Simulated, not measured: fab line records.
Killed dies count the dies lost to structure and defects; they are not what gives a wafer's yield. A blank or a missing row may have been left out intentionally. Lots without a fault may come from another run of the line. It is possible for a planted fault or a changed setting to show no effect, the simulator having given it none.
Which of the tools did it? ; flow n5Finfet ; 10 lots, 30 wafers sampled, at 4 steps of a route of 1938

## WHAT EACH GAUGE READ, for each wafer
The record holds no reading of a measuring or inspecting step that can be judged against a usual standard deviation.

## WHAT TOOL EACH LOT RAN ON (gives the tool, then ch and the chambers of the sampled wafers, and finally the start)
lot;N5_BEOL_M12_ETCH_67;N5_BEOL_M12_TRENCH_ETCH_34;N5_BEOL_M12_STRIP_37;N5_BEOL_M12_ETCH_38
L678;rieDiel-02 ch 1,2,3, day 11 20:29;rieDiel-02 ch 1,2,3, day 11 20:49;plasmaAsher-01 ch 0,1, day 11 21:01;rieDiel-02 ch 1,3, day 11 22:07
L681;rieDiel-02 ch 0,2,3, day 12 14:56;rieDiel-02 ch 0,2,3, day 12 15:16;plasmaAsher-02 ch 0, day 12 15:28;rieDiel-02 ch 0,2, day 12 17:00
L683;rieDiel-05 ch 0,1,2, day 13 11:54;rieDiel-05 ch 0,1,2, day 13 12:13;plasmaAsher-02 ch 0,1, day 13 12:25;rieDiel-02 ch 0,2,3, day 13 14:29
L684;rieDiel-03 ch 0,2, day 13 12:58;rieDiel-03 ch 0,2, day 13 13:17;plasmaAsher-02 ch 0,1, day 13 13:30;rieDiel-05 ch 0,3, day 13 14:50
L685;rieDiel-03 ch 1,2, day 13 23:44;rieDiel-03 ch 1,2, day 14 00:04;plasmaAsher-01 ch 0,1, day 14 00:16;rieDiel-02 ch 0,1,2, day 14 01:25
L696;rieDiel-05 ch 0,2, day 16 12:35;rieDiel-05 ch 0,2, day 16 13:05;plasmaAsher-02 ch 0,1, day 16 13:20;rieDiel-05 ch 0,2, day 16 16:27
L695;rieDiel-03 ch 0,1, day 16 15:27;rieDiel-03 ch 0,1, day 16 15:47;plasmaAsher-02 ch 0,1, day 16 15:58;rieDiel-05 ch 0,2, day 16 16:36
L697;rieDiel-02 ch 0,2,3, day 16 16:07;rieDiel-02 ch 0,2,3, day 16 16:27;plasmaAsher-01 ch 0,1, day 16 16:38;rieDiel-05 ch 0,2, day 16 16:45
L699;rieDiel-02 ch 1,2, day 17 02:40;rieDiel-02 ch 1,2, day 17 03:00;plasmaAsher-01 ch 0,1, day 17 03:11;rieDiel-02 ch 1,2,3, day 17 04:25
L700;rieDiel-03 ch 0,3, day 17 23:34;rieDiel-03 ch 0,3, day 17 23:54;plasmaAsher-02 ch 0,1, day 18 00:05;rieDiel-02 ch 0,1,3, day 18 00:11
- N5_BEOL_M12_ETCH_67: etches SiARC in CF4, target depth 143 nm, time 238.3 s.
- N5_BEOL_M12_TRENCH_ETCH_34: etches SiOC in C4F8/O2/Ar, target depth 318.95 nm, time 125.5 s.
- N5_BEOL_M12_STRIP_37: strips in N2/H2.
- N5_BEOL_M12_ETCH_38: etches SiCN in CF4/N2, target depth 68.7 nm, time 73.4 s.

## AS READ BY THE TOOLS THEMSELVES (means over the sampled wafers that have a number; for cases with no such wafer, the mark the record gives instead)
N5_BEOL_M12_ETCH_67.
lot;tool;drypumpMotorCurrentA (A);etchRfOnTimeS (s);oesProductAu (a.u.);rfVppV (V);showerheadPlenumPTorr (Torr);throttleValvePct (%)
L678;rieDiel-02;5.6;239;0.73;185.0;2.20;15.60
L681;rieDiel-02;6.0;242;0.68;186.2;2.24;15.69
L683;rieDiel-05;5.5;236;0.70;183.9;2.16;15.45
L684;rieDiel-03;6.0;239;0.71;185.3;2.23;15.61
L685;rieDiel-03;6.1;241;0.66;186.0;2.23;15.64
L696;rieDiel-05;5.8;234;0.69;183.9;2.19;15.39
L695;rieDiel-03;6.6;244;0.62;184.9;2.18;15.45
L697;rieDiel-02;6.0;238;0.65;184.2;2.23;15.77
L699;rieDiel-02;5.7;239;0.70;184.2;2.20;15.60
L700;rieDiel-03;6.3;241;0.65;183.2;2.14;15.59

N5_BEOL_M12_TRENCH_ETCH_34.
lot;tool;O2_flow_sccm (sccm);drypumpMotorCurrentA (A);oesProductAu (a.u.);rfVppV (V);showerheadPlenumPTorr (Torr);throttleValvePct (%)
L678;rieDiel-02;7.987;5.6;0.85;667.4;3.51;24.25
L681;rieDiel-02;8.004;6.0;0.80;669.4;3.58;24.33
L683;rieDiel-05;8.001;5.5;0.81;667.0;3.45;24.03
L684;rieDiel-03;7.990;6.0;0.82;669.6;3.55;24.28
L685;rieDiel-03;8.027;6.1;0.77;669.9;3.56;24.24
L696;rieDiel-05;7.984;5.8;0.81;668.4;3.49;23.93
L695;rieDiel-03;7.990;6.6;0.72;666.1;3.48;23.92
L697;rieDiel-02;7.986;6.0;0.76;668.7;3.56;24.37
L699;rieDiel-02;7.988;5.7;0.82;668.3;3.50;24.25
L700;rieDiel-03;8.009;6.3;0.76;665.2;3.41;24.12

N5_BEOL_M12_STRIP_37.
lot;tool;drypumpMotorCurrentA (A);h2FlowSccm (sccm);heaterPowerW (W);oesProductAu (a.u.)
L678;plasmaAsher-01;5.1;3253;314;0.794
L681;plasmaAsher-02;6.1;3254;348;0.790
L683;plasmaAsher-02;6.0;3361;336;0.779
L684;plasmaAsher-02;6.0;3471;344;0.787
L685;plasmaAsher-01;5.4;3247;338;0.798
L696;plasmaAsher-02;6.1;3245;337;0.785
L695;plasmaAsher-02;6.0;3236;339;0.797
L697;plasmaAsher-01;5.0;3249;311;0.785
L699;plasmaAsher-01;5.0;3253;314;0.793
L700;plasmaAsher-02;6.0;3250;339;0.794

N5_BEOL_M12_ETCH_38.
lot;tool;drypumpMotorCurrentA (A);oesProductAu (a.u.);rfVppV (V);showerheadPlenumPTorr (Torr);throttleValvePct (%)
L678;rieDiel-02;5.3;0.83;381.7;2.20;15.43
L681;rieDiel-02;6.1;0.82;385.4;2.32;15.44
L683;rieDiel-02;6.0;0.78;385.7;2.31;15.53
L684;rieDiel-05;6.2;0.69;383.9;2.27;15.72
L685;rieDiel-02;5.7;0.79;383.0;2.25;15.45
L696;rieDiel-05;5.8;0.75;383.8;2.27;15.46
L695;rieDiel-05;5.9;0.81;384.0;2.25;15.21
L697;rieDiel-05;5.8;0.76;383.9;2.27;15.45
L699;rieDiel-02;5.6;0.79;383.9;2.25;15.52
L700;rieDiel-02;5.7;0.84;382.4;2.23;15.44

## THE ANSWER, worked out from the rows above alone
Rule: what is usual is taken from the lots themselves. The widest of any qualifying gaps counts: lots, ordered by their means at a reading, are off when they make up no more than a third of the lots, leave a main group of 4 or more, and stand apart from it by 3 or more times the standard deviation of that group's means. A main group whose means are all the same, to the digits that the tables above print for the reading, isn't used. A lot without any number at a reading at which 4 lots or more have one is off too. All remaining lots with rows at the step are treated as sound. Order of review: gauges by route order, followed by the tools' own readings, for which a lot's mean as printed above is used. At the first step where some lot is off, the reading lying furthest off is the one used; lots without a number count as furthest.
Off: L683, L684, at N5_BEOL_M12_STRIP_37 (h2FlowSccm). The main group has a mean of 3248 sccm with a standard deviation of 5.5.
If a tool, at that step or one of the process steps before it, ran each lot that is off and ran no sound lot following the first of them, it fits. No candidate that was tried fits.

## WHAT THE SIMULATOR HAD PUT IN
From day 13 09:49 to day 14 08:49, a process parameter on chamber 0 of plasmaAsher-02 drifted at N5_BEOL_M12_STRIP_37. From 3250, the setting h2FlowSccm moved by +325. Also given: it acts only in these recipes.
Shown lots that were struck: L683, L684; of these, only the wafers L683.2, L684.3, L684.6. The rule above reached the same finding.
